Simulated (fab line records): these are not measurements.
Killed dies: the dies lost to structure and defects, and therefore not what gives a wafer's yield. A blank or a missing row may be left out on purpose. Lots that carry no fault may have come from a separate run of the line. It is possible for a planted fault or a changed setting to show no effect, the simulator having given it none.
Chamber matching / flow n5-finfet / 3 sister chambers for N5_BEOL_M11_ILD_DEP_00 on pecvd-04
The step deposits SiCOH lowk from DEMS/porogen, target thk 308.51 nm, time 58 s. 6 wafers are shown with their chamber, then 7 later ones without.

EACH WAFER AND ITS CHAMBER
wafer=L083.5; chamber=2; throttle-valve-pct (%)=13.2; heater-power-w (W)=240
wafer=L093.3; chamber=1; throttle-valve-pct (%)=13.6; heater-power-w (W)=310
wafer=L093.4; chamber=0; throttle-valve-pct (%)=15.3; heater-power-w (W)=269
wafer=L093.5; chamber=2; throttle-valve-pct (%)=13.7; heater-power-w (W)=280
wafer=L092.1; chamber=1; throttle-valve-pct (%)=13.5; heater-power-w (W)=280
wafer=L092.2; chamber=0; throttle-valve-pct (%)=15.7; heater-power-w (W)=283

WAFERS MISSING THEIR CHAMBER
wafer=L092.6; throttle-valve-pct (%)=15.4; heater-power-w (W)=287
wafer=L095.4; throttle-valve-pct (%)=13.3; heater-power-w (W)=246
wafer=L095.5; throttle-valve-pct (%)=13.4; heater-power-w (W)=256
wafer=L095.6; throttle-valve-pct (%)=15.6; heater-power-w (W)=283
wafer=L096.2; throttle-valve-pct (%)=13.3; heater-power-w (W)=293
wafer=L096.3; throttle-valve-pct (%)=15.1; heater-power-w (W)=301
wafer=L096.6; throttle-valve-pct (%)=13.5; heater-power-w (W)=267

CHAMBER TAKEN BY EACH
wafer=L092.6; from the rows above=0; in truth=0
wafer=L095.4; from the rows above=can't be placed: 2 or 1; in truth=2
wafer=L095.5; from the rows above=can't be placed: 2 or 1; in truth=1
wafer=L095.6; from the rows above=0; in truth=0
wafer=L096.2; from the rows above=can't be placed: 1 or 2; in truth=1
wafer=L096.3; from the rows above=0; in truth=0
wafer=L096.6; from the rows above=can't be placed: 2 or 1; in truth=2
Placed correctly: 3 of 7. Can't be placed from these rows: 4 (the true chamber is among the candidates in 4). Wrongly placed: 0.
How it was worked out, from the rows above alone: a wafer's distance from a chamber is the root of the sum, over the readings, of the square of ((its reading less the chamber's mean) divided by the reading's scatter). The wafer belongs to the nearest chamber; if the next one is less than 2 further off, it can't be placed. Each chamber's mean is taken over the wafers shown for it. How the scatter is found: for the shown wafers, subtract from each reading the mean of its chamber, square and add these, divide the total by (wafers less chambers), then take the root.
